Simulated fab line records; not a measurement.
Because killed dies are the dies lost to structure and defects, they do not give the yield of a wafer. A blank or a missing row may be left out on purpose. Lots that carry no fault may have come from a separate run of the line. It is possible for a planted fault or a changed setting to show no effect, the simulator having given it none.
Which of the tools did it? ; flow nand_harc ; 72 wafers from 24 lots sampled at 5 of the route's 1302 steps

== WHAT EACH GAUGE READ, for each wafer ==
NHARC_A_SLIT_CD_MEAS_09: target cd 300 nm. Usual: cd_nm 299.9 nm, standard deviation 0.64.
lot;measured;on;cd_nm (nm);flag
L075;day 19 21:14;cd_sem-03;300.2 299.9 299.3;
L074;day 20 02:02;cd_sem-03;300.5 300.3 298.4;
L076;day 20 17:39;cd_sem-02;300.0 299.9 299.4;
L077;day 21 07:55;cd_sem-02;298.8 300.3 299.5;
L078;day 21 13:05;cd_sem-03;300.3 300.2 299.6;
L079;day 22 07:13;cd_sem-02;300.9 300.8 300.0;
L080;day 22 06:43;cd_sem-02;300.2 300.3 300.0;
L081;day 22 20:37;cd_sem-02;298.3 300.4 300.3;
L082;day 23 10:50;cd_sem-01;299.4 299.1 299.6;
L086;day 24 03:16;cd_sem-03;299.7 299.4 300.2;
L084;day 24 03:44;cd_sem-03;300.3 300.5 299.6;
L083;day 24 02:52;cd_sem-03;300.0 301.1 300.6;
L085;day 24 18:11;cd_sem-02;299.1 300.2 300.4;
L087;day 25 02:14;cd_sem-03;299.5 298.6 299.9;
L088;day 25 21:47;cd_sem-02;300.4 300.1 301.4;
L089;day 25 21:46;cd_sem-03;300.3 300.1 300.3;
L090;day 26 05:09;cd_sem-02;300.2 300.1 300.1;
L091;day 27 00:10;cd_sem-01;299.4 300.7 300.0;
L092;day 26 23:35;cd_sem-03;300.3 298.8 299.8;
L093;day 27 12:07;cd_sem-02;299.2 300.0 300.1;
L095;day 28 02:50;cd_sem-03;299.9 300.6 300.4;
L094;day 28 04:06;cd_sem-01;299.1 300.4 298.5;
L096;day 28 17:49;cd_sem-01;299.4 299.1 300.6;
L097;day 29 11:23;cd_sem-02;300.1 301.1 300.9;

== EACH LOT AND THE TOOL THAT RAN IT (in order: tool; ch and the chambers of the sampled wafers; start) ==
lot;NHARC_A_STAIRCASE_STRIP_316;NHARC_A_STAIRCASE_CMP_450;NHARC_A_STAIRCASE_CMP_152;NHARC_A_SGD_CUT_DEP_00
L075;rie_diel-11 ch 0,1, day 19 05:08 or earlier;cmp-04 ch 0,1, day 19 05:08;cmp-04 ch 0,1, day 19 05:13;pecvd-01 ch 0,1, day 19 07:05
L074;rie_diel-11 ch 0,1,2, day 19 12:21 or earlier;cmp-04 ch 1,2, day 19 12:21;cmp-04 ch 1,2, day 19 12:26;pecvd-02 ch 0,2, day 19 14:16
L076;rie_diel-04 ch 1,3, day 20 00:41 or earlier;cmp-03 ch 0,1,3, day 20 00:41;cmp-03 ch 0,1,3, day 20 00:46;pecvd-01 ch 0,2, day 20 02:35
L077;rie_diel-04 ch 0,2,3, day 20 17:02 or earlier;cmp-03 ch 0,1,2, day 20 17:02;cmp-03 ch 0,1,2, day 20 17:06;pecvd-02 ch 1,2, day 20 18:56
L078;rie_diel-11 ch 0,3, day 20 17:16 or earlier;cmp-03 ch 0,2,3, day 20 17:16;cmp-03 ch 0,2,3, day 20 17:20;pecvd-01 ch 0,1,2, day 20 19:11
L079;rie_diel-04 ch 0,2,3, day 21 12:15 or earlier;cmp-04 ch 1,2,3, day 21 12:15;cmp-04 ch 1,2,3, day 21 12:19;pecvd-02 ch 1,2, day 21 14:06
L080;rie_diel-11 ch 0,2,3, day 21 12:15 or earlier;cmp-03 ch 0,1, day 21 12:15;cmp-03 ch 0,1, day 21 12:20;pecvd-02 ch 1,2, day 21 14:16
L081;rie_diel-11 ch 0,1,2, day 22 05:12 or earlier;cmp-01 ch 0,1,2, day 22 05:12;cmp-01 ch 0,1,2, day 22 05:17;pecvd-04 ch 0,1,2, day 22 07:04
L082;rie_diel-11 ch 0,3, day 22 16:07 or earlier;cmp-01 ch 0,1,2, day 22 16:07;cmp-01 ch 0,1,2, day 22 16:11;pecvd-01 ch 0,2, day 22 18:27
L086;rie_diel-03 ch 0,1,3, day 23 07:14 or earlier;cmp-03 ch 1,2, day 23 07:14;cmp-03 ch 1,2, day 23 07:19;pecvd-02 ch 1,2, day 23 09:26
L084;rie_diel-04 ch 1,2,3, day 23 07:22 or earlier;cmp-04 ch 1,2,3, day 23 07:22;cmp-04 ch 1,2,3, day 23 07:26;pecvd-01 ch 0,1, day 23 09:40
L083;rie_diel-03 ch 0,2,3, day 23 06:57 or earlier;cmp-01 ch 0,3, day 23 06:57;cmp-01 ch 0,3, day 23 07:02;pecvd-01 ch 0,1,2, day 23 09:18
L085;rie_diel-03 ch 1,2,3, day 24 00:26 or earlier;cmp-03 ch 1,2,3, day 24 00:26;cmp-03 ch 1,2,3, day 24 00:31;pecvd-02 ch 1,2, day 24 02:19
L087;rie_diel-04 ch 0,1,3, day 24 11:30 or earlier;cmp-03 ch 0,2,3, day 24 11:30;cmp-03 ch 0,2,3, day 24 11:35;pecvd-04 ch 0,2, day 24 13:26
L088;rie_diel-04 ch 0,1, day 25 04:21 or earlier;cmp-04 ch 0,3, day 25 04:21;cmp-04 ch 0,3, day 25 04:25;pecvd-02 ch 0,1,2, day 25 06:13
L089;rie_diel-03 ch 0,1,2, day 25 04:08 or earlier;cmp-03 ch 0,1,2, day 25 04:08;cmp-03 ch 0,1,2, day 25 04:13;pecvd-04 ch 0,1,2, day 25 06:01
L090;rie_diel-03 ch 0,1,2, day 25 13:19 or earlier;cmp-01 ch 1,2,3, day 25 13:19;cmp-01 ch 1,2,3, day 25 13:23;pecvd-01 ch 0,1,2, day 25 15:10
L091;rie_diel-04 ch 0,2,3, day 26 08:42 or earlier;cmp-01 ch 1,2,3, day 26 08:42;cmp-01 ch 1,2,3, day 26 08:46;pecvd-02 ch 0,1,2, day 26 10:34
L092;rie_diel-04 ch 1,3, day 26 07:53 or earlier;cmp-03 ch 0,2,3, day 26 07:53;cmp-03 ch 0,2,3, day 26 07:58;pecvd-01 ch 0,2, day 26 09:46
L093;rie_diel-03 ch 0,2,3, day 26 20:23 or earlier;cmp-03 ch 1,2,3, day 26 20:23;cmp-03 ch 1,2,3, day 26 20:27;pecvd-04 ch 0,1,2, day 26 22:15
L095;rie_diel-04 ch 1,2,3, day 27 11:19 or earlier;cmp-03 ch 0,1,2, day 27 11:19;cmp-03 ch 0,1,2, day 27 11:23;pecvd-01 ch 0,1,2, day 27 13:37
L094;rie_diel-04 ch 1,3, day 27 11:11 or earlier;cmp-04 ch 0,2,3, day 27 11:11;cmp-04 ch 0,2,3, day 27 11:16;pecvd-02 ch 0,2, day 27 13:52
L096;rie_diel-03 ch 0,1,3, day 28 03:04 or earlier;cmp-03 ch 0,1,3, day 28 03:04;cmp-03 ch 0,1,3, day 28 03:08;pecvd-01 ch 0,1,2, day 28 04:57
L097;rie_diel-03 ch 0,1,3, day 28 16:17 or earlier;cmp-03 ch 0,1,2, day 28 16:17;cmp-03 ch 0,1,2, day 28 16:22;pecvd-02 ch 0,1,2, day 28 18:13
- NHARC_A_STAIRCASE_STRIP_316: strips in O2.
- NHARC_A_STAIRCASE_CMP_450: polishes SiO2, target thk 200 nm.
- NHARC_A_STAIRCASE_CMP_152: polishes.
- NHARC_A_SGD_CUT_DEP_00: deposits SiNx, target thk 50 nm.

== WHAT THE TOOLS THEMSELVES READ (means of the sampled wafers that have a number; where no wafer has one, the mark that the record gives instead) ==
NHARC_A_STAIRCASE_STRIP_316. Usual: drypump_motor_current_A 5.7 A, standard deviation 0.38; oes_product_au 0.999 a.u., standard deviation 0.014; rf_vpp_V 57.9 V, standard deviation 0.93; showerhead_plenum_p_Torr 3.58 Torr, standard deviation 0.18; throttle_valve_pct 17.035 %, standard deviation 0.0093.
lot;tool;drypump_motor_current_A (A);oes_product_au (a.u.);rf_vpp_V (V);showerhead_plenum_p_Torr (Torr);throttle_valve_pct (%);flag
L075;rie_diel-11;5.7;1.020;56.7;3.36;17.042;
L074;rie_diel-11;5.8;1.016;57.7;3.38;17.040;
L076;rie_diel-04;5.8;0.989;57.6;3.62;17.043;
L077;rie_diel-04;5.4;0.996;58.1;3.54;17.034;
L078;rie_diel-11;5.3;0.980;57.6;3.50;17.033;
L079;rie_diel-04;5.4;1.005;58.4;3.53;17.032;
L080;rie_diel-11;5.5;1.000;57.9;3.43;17.037;
L081;rie_diel-11;5.8;0.999;56.8;3.37;17.037;
L082;rie_diel-11;5.4;0.989;57.8;3.40;17.037;
L086;rie_diel-03;5.7;1.000;58.4;3.59;17.038;
L084;rie_diel-04;5.6;0.994;58.3;3.51;17.036;
L083;rie_diel-03;6.0;1.002;58.5;3.72;17.031;
L085;rie_diel-03;5.9;1.004;58.1;3.61;17.037;
L087;rie_diel-04;5.6;1.006;56.7;3.60;17.036;
L088;rie_diel-04;5.8;1.000;58.2;3.75;17.040;
L089;rie_diel-03;5.7;1.005;57.7;3.64;17.043;
L090;rie_diel-03;5.6;1.002;57.4;3.64;17.034;
L091;rie_diel-04;5.4;0.992;58.1;3.69;17.033;
L092;rie_diel-04;5.7;0.976;58.5;3.76;17.034;
L093;rie_diel-03;6.0;1.011;57.9;3.71;17.039;
L095;rie_diel-04;5.6;0.994;58.9;3.67;17.041;
L094;rie_diel-04;5.8;0.984;58.3;3.75;17.042;
L096;rie_diel-03;5.7;1.003;58.5;3.57;17.034;
L097;rie_diel-03;5.7;0.999;57.7;3.57;17.050;

NHARC_A_STAIRCASE_CMP_450. Usual: motor_current_A 11.7 A, standard deviation 1.2.
lot;tool;motor_current_A (A);flag
L075;cmp-04;12.9;
L074;cmp-04;13.3;
L076;cmp-03;11.5;
L077;cmp-03;10.5;
L078;cmp-03;10.8;
L079;cmp-04;13.5;
L080;cmp-03;10.8;
L081;cmp-01;10.7;
L082;cmp-01;11.2;
L086;cmp-03;10.9;
L084;cmp-04;13.3;
L083;cmp-01;11.4;
L085;cmp-03;11.3;
L087;cmp-03;11.0;
L088;cmp-04;13.1;
L089;cmp-03;10.6;
L090;cmp-01;11.2;
L091;cmp-01;11.4;
L092;cmp-03;10.9;
L093;cmp-03;11.5;
L095;cmp-03;10.7;
L094;cmp-04;13.7;
L096;cmp-03;11.1;
L097;cmp-03;10.8;

NHARC_A_STAIRCASE_CMP_152. Usual: motor_current_A 11.7 A, standard deviation 1.2.
lot;tool;motor_current_A (A);flag
L075;cmp-04;13.3;
L074;cmp-04;13.1;
L076;cmp-03;11.3;
L077;cmp-03;10.8;
L078;cmp-03;10.8;
L079;cmp-04;13.4;
L080;cmp-03;10.5;
L081;cmp-01;11.0;
L082;cmp-01;10.7;
L086;cmp-03;10.8;
L084;cmp-04;13.4;
L083;cmp-01;11.4;
L085;cmp-03;11.7;
L087;cmp-03;11.2;
L088;cmp-04;13.8;
L089;cmp-03;10.8;
L090;cmp-01;11.3;
L091;cmp-01;11.4;
L092;cmp-03;10.9;
L093;cmp-03;11.4;
L095;cmp-03;10.9;
L094;cmp-04;13.3;
L096;cmp-03;11.2;
L097;cmp-03;10.9;

NHARC_A_SGD_CUT_DEP_00. Usual: heater_power_w 667 W, standard deviation 88.
lot;tool;heater_power_w (W);flag
L075;pecvd-01;773;
L074;pecvd-02;582;
L076;pecvd-01;729;
L077;pecvd-02;670;
L078;pecvd-01;690;
L079;pecvd-02;608;
L080;pecvd-02;581;
L081;pecvd-04;755;
L082;pecvd-01;699;
L086;pecvd-02;578;
L084;pecvd-01;601;
L083;pecvd-01;641;
L085;pecvd-02;593;
L087;pecvd-04;748;
L088;pecvd-02;655;
L089;pecvd-04;742;
L090;pecvd-01;669;
L091;pecvd-02;622;
L092;pecvd-01;713;
L093;pecvd-04;778;
L095;pecvd-01;665;
L094;pecvd-02;569;
L096;pecvd-01;678;
L097;pecvd-02;620;

== THE ANSWER, worked out from the rows above alone ==
Rule: a lot is off if the mean of its wafers that have a number lies more than 3 standard deviations from the usual mean. Also off: a lot with no number at a reading for which 4 or more lots have one. Any other lot the step has rows for is counted as sound. The gauges are gone through in route order, then the tools' own readings, and for those a lot's mean is taken as printed above. The first step at which some lot is off is used, and at that step the reading that is off furthest; a lot without a number counts as furthest.
Nothing can be told from this: no lot is off at any reading shown.

== WHAT HAD BEEN PUT IN BY THE SIMULATOR ==
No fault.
